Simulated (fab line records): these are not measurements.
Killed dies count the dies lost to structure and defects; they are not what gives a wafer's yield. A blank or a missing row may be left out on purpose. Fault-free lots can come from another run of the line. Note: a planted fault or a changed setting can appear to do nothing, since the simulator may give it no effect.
Chamber matching :: flow n5_finfet :: 4 sister chambers for N5_FIN_CUT_CUT_ETCH_27 on rie_diel-01
The step etches SiO2 in CHF3/O2, target depth 4 nm, overetch 2 nm, time 4.9 s. 4 wafers are shown with their chamber, then 7 later ones without.

WAFERS WITH THEIR CHAMBER
wafer: L090.4
chamber: 2
drypump_motor_current_A (A): 5.7

wafer: L090.6
chamber: 1
drypump_motor_current_A (A): 5.8

wafer: L095.2
chamber: 3
drypump_motor_current_A (A): 5.4

wafer: L095.3
chamber: 0
drypump_motor_current_A (A): 6.5

WAFERS WITHOUT THEIR CHAMBER
wafer: L095.4
drypump_motor_current_A (A): 5.7

wafer: L096.1
drypump_motor_current_A (A): 6.5

wafer: L096.3
drypump_motor_current_A (A): 5.7

wafer: L096.5
drypump_motor_current_A (A): 5.7

wafer: L097.1
drypump_motor_current_A (A): 5.7

wafer: L097.2
drypump_motor_current_A (A): 6.4

wafer: L097.3
drypump_motor_current_A (A): 5.8

WHICH CHAMBER EACH WENT THROUGH
wafer: L095.4
from the rows above: 2
in truth: 2

wafer: L096.1
from the rows above: 0
in truth: 0

wafer: L096.3
from the rows above: 2
in truth: 2

wafer: L096.5
from the rows above: 2
in truth: 2

wafer: L097.1
from the rows above: 2
in truth: 2

wafer: L097.2
from the rows above: 0
in truth: 0

wafer: L097.3
from the rows above: 1
in truth: 1
Correctly placed: 7 of 7. Number that these rows cannot place: 0. Wrongly placed: 0.
How it was worked out, from the rows above alone: a wafer's distance from a chamber is the root of the sum, over the readings, of the square of ((its reading less the chamber's mean) divided by the reading's scatter). The wafer belongs to the nearest chamber; if the next one is less than 2 further off, it can't be placed. A chamber's mean is the mean of its shown wafers. The scatter: with one shown wafer a chamber, the root of the mean of the squares of how far each hidden wafer lies from its nearest shown one.
